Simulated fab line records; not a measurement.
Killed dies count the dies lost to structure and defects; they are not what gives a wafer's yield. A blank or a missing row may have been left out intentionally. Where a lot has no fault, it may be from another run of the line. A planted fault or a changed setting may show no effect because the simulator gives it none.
Chamber matching -- flow n5-finfet -- ald-metal-03 running N5_BEOL_M6_ALD_77: 4 sister chambers
The step deposits TaN, target thk 2 nm, pulse time 2 s, purge time 3 s. 16 wafers are shown with their chamber, then 8 later ones without.

== WAFERS PAIRED WITH THEIR CHAMBERS ==
wafer,chamber,heater-power-w (W),precursor-vessel-temp-c (C)
L074.4,2,385,74.88
L074.5,1,492,74.77
L074.6,2,381,75.02
L076.2,3,461,74.77
L076.3,2,385,74.78
L076.5,0,361,74.98
L078.2,1,501,75.02
L078.5,1,498,74.88
L078.6,2,392,75.08
L081.2,0,369,74.92
L081.4,2,376,74.77
L081.5,1,497,75.01
L084.2,2,379,75.11
L084.4,0,368,74.98
L084.6,0,375,75.30
L086.3,1,508,74.97

SIGNATURES (means of the wafers above)
reading,chamber 0,chamber 1,chamber 2,chamber 3,scatter within a chamber
heater-power-w,368.25,499.20,383.00,461.00,5.74
precursor-vessel-temp-c,75.0450,74.9300,74.9400,74.7700,0.143
Rule: distance of a wafer from a chamber = root of the sum over the readings of ((wafer's reading minus chamber's mean) / reading's scatter) squared. The wafer belongs to the nearest chamber; if the next one is less than 2 further off, it can't be placed. How the scatter is found: for the shown wafers, subtract from each reading the mean of its chamber, square and add these, divide the total by (wafers less chambers), then take the root.

== WAFERS WITHOUT THEIR CHAMBER ==
wafer,heater-power-w (W),precursor-vessel-temp-c (C)
L086.4,451,75.00
L086.5,368,74.89
L092.1,370,74.95
L092.2,382,74.99
L092.3,456,74.90
L097.2,459,74.98
L097.4,388,75.13
L097.5,393,74.99

== THE CHAMBER EACH PASSED THROUGH ==
wafer,from the rows above,in truth
L086.4,3,3
L086.5,can't be placed: 0 or 2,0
L092.1,can't be placed: 0 or 2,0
L092.2,2,2
L092.3,3,3
L097.2,3,3
L097.4,can't be placed: 2 or 0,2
L097.5,2,2
Correctly placed: 5 of 8. These rows do not allow placing 3 (true chamber among the candidates in 3). Wrongly placed: 0.
